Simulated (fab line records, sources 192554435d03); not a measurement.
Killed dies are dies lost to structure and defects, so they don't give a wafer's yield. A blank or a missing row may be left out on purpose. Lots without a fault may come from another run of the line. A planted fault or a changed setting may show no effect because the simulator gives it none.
Chamber matching | flow n5_finfet | N5_BEOL_M2_CO_CAP_55 on cvd_co-01: 3 sister chambers
The step material Co, precursor CCTBA/H2, target thk 2 nm, time 102.1 s. 6 wafers are shown with their chamber, then 6 later ones without.

WAFERS WITH THEIR CHAMBER
wafer  | chamber | heater_power_w (W)
L197.2 | 0       | 290
L198.1 | 1       | 278
L198.4 | 1       | 283
L198.6 | 2       | 195
L208.1 | 2       | 193
L208.5 | 0       | 284

WAFERS WITHOUT THEIR CHAMBER
wafer  | heater_power_w (W)
L208.6 | 285
L211.1 | 198
L211.2 | 282
L211.3 | 289
L216.2 | 193
L216.5 | 283

WHICH CHAMBER EACH WENT THROUGH
wafer  | from the rows above     | in truth
L208.6 | can't be placed: 0 or 1 | 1
L211.1 | 2                       | 2
L211.2 | can't be placed: 1 or 0 | 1
L211.3 | can't be placed: 0 or 1 | 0
L216.2 | 2                       | 2
L216.5 | can't be placed: 1 or 0 | 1
Placed correctly: 2 of 6. Can't be placed from these rows: 4 (the true chamber is among the candidates in 4). Placed wrongly: 0.
How it was worked out, from the rows above alone: a wafer's distance from a chamber is the root of the sum, over the readings, of the square of ((its reading less the chamber's mean) divided by the reading's scatter). The wafer belongs to the nearest chamber; if the next one is less than 2 further off, it can't be placed. A chamber's mean is the mean of its shown wafers. The scatter: the root of (the sum of the squares of (reading less its chamber's mean) over the shown wafers, divided by (wafers less chambers)).
